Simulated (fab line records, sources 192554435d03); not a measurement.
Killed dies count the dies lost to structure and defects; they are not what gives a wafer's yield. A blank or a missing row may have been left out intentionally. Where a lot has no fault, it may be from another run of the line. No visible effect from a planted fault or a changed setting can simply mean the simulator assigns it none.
Struck lot and sound lot, side by side + flow n5-finfet + 23 out of 1938 route steps
Sound: the wafers L923.1, L923.3, L923.6. Wafers struck: L916.1, L916.2, L916.3. The cause is given at the end.
Order at every step that has rows: each side's tool, ch and its chambers, its first start. Under that, the readings that differ: sound wafers + struck wafers + difference of the means + sigmas: that difference in standard deviations of wafers without a fault.
alike: words and numbers the same on both sides, and readings whose means are apart by under 2 such deviations; not compared: readings that were withheld, readings missing a value for some wafer, numbers with overlapping values and no deviation given by the record, and bounds like >300 which may hide the same value.
Wherever a step has rows on one side only, a row that says differs or no value, or a row with sigmas, the two part there. Numbers that don't overlap but have no deviation are shown without sigmas and don't part them. A reading missing from all wafers of one side parts the sides only when that side holds two or more wafers.

first, 8 steps without rows for these wafers: N5_BEOL_M10_DEVELOP_10 (develop time 30 s); N5_BEOL_M10_DESCUM_16 (chemistry O2, time 7.9 s); N5_BEOL_M10_ETCH_61 (etches SiARC in CF4, target depth 39 nm, time 65 s); N5_BEOL_M10_ETCH_62 (etches SOC in N2/H2, target depth 110 nm, overetch 22 nm, time 165 s); N5_BEOL_M10_STRIP_68 (strips in N2/H2); N5_BEOL_M10_STRIP_67 (strips in CF4); N5_BEOL_M10_HM_OPEN_17 (chemistry Cl2/BCl3, target TiN, target depth 20 nm, overetch 6 nm); N5_BEOL_M10_STRIP_19 (strips in O2).
N5_BEOL_M10_COAT_63: time 60 s, resist thk 100 nm.
  sound on litho-track-02 ch 0, day 16 18:41; struck on litho-track-04 ch 0, day 14 07:30
| reading                                   | sound                | struck               | difference | sigmas      |
|-------------------------------------------|----------------------|----------------------|------------|-------------|
| spin-speed-rpm (rpm)                      | 1500.1 1501.2 1500.1 | 1233.4 1233.9 1235.3 | -266.3     | -99 or more |
| model.SOC_of_BEOL_M10_COAT_63.thk-nm (nm) | 100.2 100.6 100.2    | 109.6 109.8 109.6    | +9.3       |             |
then, 9 steps without rows for these wafers: N5_BEOL_M10_COAT_64 (time 60 s, resist thk 30 nm); N5_BEOL_M10_COAT_22 (resist thk 90 nm); N5_BEOL_M10_EBR_24; N5_BEOL_M10_SOFTBAKE_23 (time 60 s); N5_BEOL_M10_EXPOSE_25 (exposes mask V9); N5_BEOL_M10_PEB_26 (peb time 60 s); N5_BEOL_M10_DEVELOP_27 (develop time 30 s); N5_BEOL_M10_DESCUM_33 (chemistry O2, time 7.9 s); N5_BEOL_M10_ETCH_65 (etches SiARC in CF4, target depth 39 nm, time 65 s).
N5_BEOL_M10_ETCH_66: etches SOC in N2/H2, target depth 120 nm, overetch 24 nm, time 180 s.
  sound on rie-diel-02 ch 1,2, day 16 19:20; struck on rie-diel-04 ch 0,1,2, day 14 08:04
| reading                  | sound             | struck            | difference | sigmas |
|--------------------------|-------------------|-------------------|------------|--------|
| model.etch.depth-nm (nm) | 100.3 100.7 100.2 | 109.5 109.8 109.6 | +9.2       |        |
  alike: drypump-motor-current-A, oes-product-au, rf-vpp-V, showerhead-plenum-p-Torr, throttle-valve-pct
  not compared: rf-hours-counter-h
then, 1 step without rows for these wafers: N5_BEOL_M10_STRIP_69 (strips in N2/H2).
N5_BEOL_M10_VIA_ETCH_34: etches SiCOH lowk in C4F6/O2, target depth 184.5 nm, time 69.2 s.
  sound on rie-diel-02 ch 1,2, day 16 19:28; struck on rie-diel-04 ch 0,1,2, day 14 08:12
| reading                                   | sound          | struck            | difference | sigmas |
|-------------------------------------------|----------------|-------------------|------------|--------|
| model.SOC_of_BEOL_M10_COAT_63.thk-nm (nm) | 92.4 92.8 92.2 | 101.4 101.6 101.6 | +9.1       |        |
  alike: drypump-motor-current-A, oes-product-au, rf-vpp-V, showerhead-plenum-p-Torr, throttle-valve-pct
  not compared: rf-hours-counter-h
then, 1 step without rows for these wafers: N5_BEOL_M10_STRIP_73 (strips in C4F6/O2).
-- the record jumps here: 3 days lie between the struck wafers' starts before and after (it left off in module BEOL_M10 and takes up again in module PASSIVATION, whose first step shown is number 1936 of the route) --
N5_PASSIVATION_PROBE_49:
  record: rows for the struck wafers here (prober-01, day 17 02:44), none for the sound ones

== WHERE THEY PART ==
At N5_BEOL_M10_COAT_63 first; at N5_PASSIVATION_PROBE_49 last (within this record only).

WHY: the cause the simulator had injected
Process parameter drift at N5_BEOL_M10_COAT_63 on litho-track-04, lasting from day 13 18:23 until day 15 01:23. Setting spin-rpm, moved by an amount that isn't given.
